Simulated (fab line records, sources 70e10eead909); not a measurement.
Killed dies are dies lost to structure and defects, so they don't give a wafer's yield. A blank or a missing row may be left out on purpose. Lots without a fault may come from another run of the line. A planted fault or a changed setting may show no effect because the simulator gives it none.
Chamber matching | flow nand_harc | NHARC_A_STAIRCASE_DESCUM_443 on rie_diel-13: 4 sister chambers
The step chemistry O2, time 3 s. 7 wafers are shown with their chamber, then 7 later ones without.

WAFERS WITH THEIR CHAMBER
wafer  | chamber | drypump_motor_current_A (A) | showerhead_plenum_p_Torr (Torr)
L078.6 | 1       | 5.61                        | 2.01
L081.3 | 0       | 5.62                        | 2.05
L086.3 | 1       | 5.64                        | 2.00
L086.5 | 3       | 5.61                        | 2.01
L086.6 | 2       | 5.97                        | 2.01
L088.1 | 3       | 5.62                        | 2.01
L088.5 | 2       | 6.04                        | 2.01

WAFERS WITHOUT THEIR CHAMBER
wafer  | drypump_motor_current_A (A) | showerhead_plenum_p_Torr (Torr)
L088.6 | 5.61                        | 2.00
L087.1 | 5.62                        | 2.00
L087.2 | 5.62                        | 2.01
L087.6 | 6.02                        | 2.01
L092.2 | 6.00                        | 2.00
L092.4 | 5.59                        | 2.00
L092.5 | 5.63                        | 2.04

WHICH CHAMBER EACH WENT THROUGH
wafer  | from the rows above     | in truth
L088.6 | can't be placed: 1 or 3 | 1
L087.1 | can't be placed: 1 or 3 | 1
L087.2 | can't be placed: 3 or 1 | 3
L087.6 | 2                       | 2
L092.2 | 2                       | 2
L092.4 | can't be placed: 1 or 3 | 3
L092.5 | 0                       | 0
Placed correctly: 3 of 7. Can't be placed from these rows: 4 (the true chamber is among the candidates in 4). Placed wrongly: 0.
How it was worked out, from the rows above alone: a wafer's distance from a chamber is the root of the sum, over the readings, of the square of ((its reading less the chamber's mean) divided by the reading's scatter). The wafer belongs to the nearest chamber; if the next one is less than 2 further off, it can't be placed. A chamber's mean is the mean of its shown wafers. The scatter: the root of (the sum of the squares of (reading less its chamber's mean) over the shown wafers, divided by (wafers less chambers)).
